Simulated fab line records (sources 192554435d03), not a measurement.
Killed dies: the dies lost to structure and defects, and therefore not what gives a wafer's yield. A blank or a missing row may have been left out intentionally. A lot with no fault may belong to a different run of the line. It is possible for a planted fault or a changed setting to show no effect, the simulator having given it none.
Comparing a struck lot with a sound one :: flow n5 finfet :: 15 out of 1938 route steps
Sound: wafers L137.1, L137.5, L137.6. Struck: wafers L150.3, L150.5 (left out: L150.1, a lot-mate that was not struck); the cause follows at the end.
Order at every step that has rows: each side's tool, ch and its chambers, its first start. Under that, the readings that differ: sound wafers :: struck wafers :: difference of the means :: sigmas: that difference in standard deviations of wafers without a fault.
alike: words and numbers the same on both sides, and readings whose means are apart by under 2 such deviations; not compared: readings that were withheld, readings missing a value for some wafer, numbers with overlapping values and no deviation given by the record, and bounds like >300 which may hide the same value.
A row with sigmas, a row that says differs or no value, or rows on one side alone: a step with any of these is where the two part. Numbers that have no deviation but don't overlap get no sigmas and don't part them. A reading that every wafer of one side lacks parts them only if that side has two wafers or more.

first, 7 steps without rows for these wafers: N5_HKMG_FIN_COAT_30 (time 60 s, resist thk 35 nm); N5_HKMG_FIN_COAT_06 (resist thk 90 nm); N5_HKMG_FIN_EBR_08; N5_HKMG_FIN_SOFTBAKE_07 (time 60 s); N5_HKMG_FIN_EXPOSE_09 (exposes mask NWFM); N5_HKMG_FIN_PEB_10 (peb time 60 s); N5_HKMG_FIN_DEVELOP_11 (develop time 30 s).
N5_HKMG_FIN_CD_MEAS_12 targets a cd of 92.8 nm.
  sound on cd sem-01 ch 0, day 4 03:40; struck on cd sem-02 ch 0, day 7 11:31
  alike: cd nm
N5_HKMG_FIN_OVL_MEAS_13:
  sound on overlay-02 ch 0, day 4 03:41; struck on overlay-02 ch 0, day 7 11:33
  alike: NWFM_OVL
N5_HKMG_FIN_INSPECT_14: inspects for defects (macro).
  sound: defect inspect-02 at day 4 03:43; struck: defect inspect-02 at day 7 11:35
  alike: raw defect count
N5_HKMG_FIN_DESCUM_17: chemistry O2, time 7.9 s.
  sound on rie diel-03 ch 0,2,3, day 4 03:45; struck on rie diel-01 ch 2, day 7 11:37
reading: rf vpp V (V)
sound: 243.6 244.3 244.1
struck: 242.0 240.6
difference: -2.7
sigmas: -2

reading: showerhead plenum p Torr (Torr)
sound: 2.10 2.22 2.18
struck: 2.01 2.01
difference: -0.16
sigmas: -3
  alike: drypump motor current A, o2 flow sccm, oes product au, rf fwd power W, throttle valve pct
  not compared: rf hours counter h
N5_HKMG_FIN_ETCH_31: etches SiARC in CF4, target depth 45.5 nm, time 75.8 s.
  sound on rie diel-03 ch 0,2,3, day 4 03:47; struck on rie diel-01 ch 2, day 7 11:39
reading: rf vpp V (V)
sound: 185.0 184.1 185.5
struck: 183.2 181.5
difference: -2.5
sigmas: -3

reading: showerhead plenum p Torr (Torr)
sound: 2.15 2.25 2.22
struck: 2.05 2.05
difference: -0.16
sigmas: -3
  alike: drypump motor current A, etch rf on time s, oes product au, rf fwd power W, throttle valve pct
  not compared: rf hours counter h
N5_HKMG_FIN_ETCH_32: etches SOC in N2/H2, target depth 240 nm, time 300 s.
  sound on rie diel-03 ch 0,2,3, day 4 03:50; struck on rie diel-01 ch 2, day 7 11:42
reading: oes product au (a.u.)
sound: 0.81 0.84 0.70
struck: 0.49 0.49
difference: -0.29
sigmas: -5

reading: rf fwd power W (W)
sound: 834.9 843.3 834.2
struck: 334.0 332.3
difference: -504.3
sigmas: -99 or more

reading: rf vpp V (V)
sound: 523.2 527.9 525.7
struck: 699.7 699.9
difference: +174.2
sigmas: +83

reading: showerhead plenum p Torr (Torr)
sound: 2.54 2.68 2.62
struck: 2.44 2.44
difference: -0.17
sigmas: -3

reading: model.etch.depth nm (nm)
sound: 244.2 238.8 237
struck: 112.5 113.3
difference: -127.1
sigmas: 

reading: model.HKMG_FIN.feature depth nm (nm)
sound: 244.2 238.8 237
struck: 112.6 113.2
difference: -127.1
sigmas: 

reading: model.SiARC_of_HKMG_FIN_COAT_30.thk nm (nm)
sound: 21 21.4 21.8
struck: 27 26.8
difference: +6
sigmas: 
  alike: drypump motor current A, throttle valve pct
  not compared: rf hours counter h
then, 1 step without rows for these wafers: N5_HKMG_FIN_STRIP_33 (strips in N2/H2).
-- record jumps: 4 days separate the struck wafers' starts on either side; left off in module HKMG_FIN, taken up again in module BEOL_M4, whose first shown step is the route's number 1111 --
N5_BEOL_M4_RC_MEAS_101:
  sound on prober-01 ch 0, day 7 14:39; struck on prober-02 ch 0, day 11 07:49
reading: SS_N (mV/dec)
sound: 71.2 71.6 72.6
struck: 69.9 70.9
difference: -1.4
sigmas: -2
  alike: DIBL_N, DIBL_P, IOFF_N, IOFF_P, ION_N, ION_P, SS_P, VT_N, VT_P

WHERE THEY PART
Earliest at N5_HKMG_FIN_DESCUM_17; latest, in this record, at N5_BEOL_M4_RC_MEAS_101.

WHY: what the simulator had put in
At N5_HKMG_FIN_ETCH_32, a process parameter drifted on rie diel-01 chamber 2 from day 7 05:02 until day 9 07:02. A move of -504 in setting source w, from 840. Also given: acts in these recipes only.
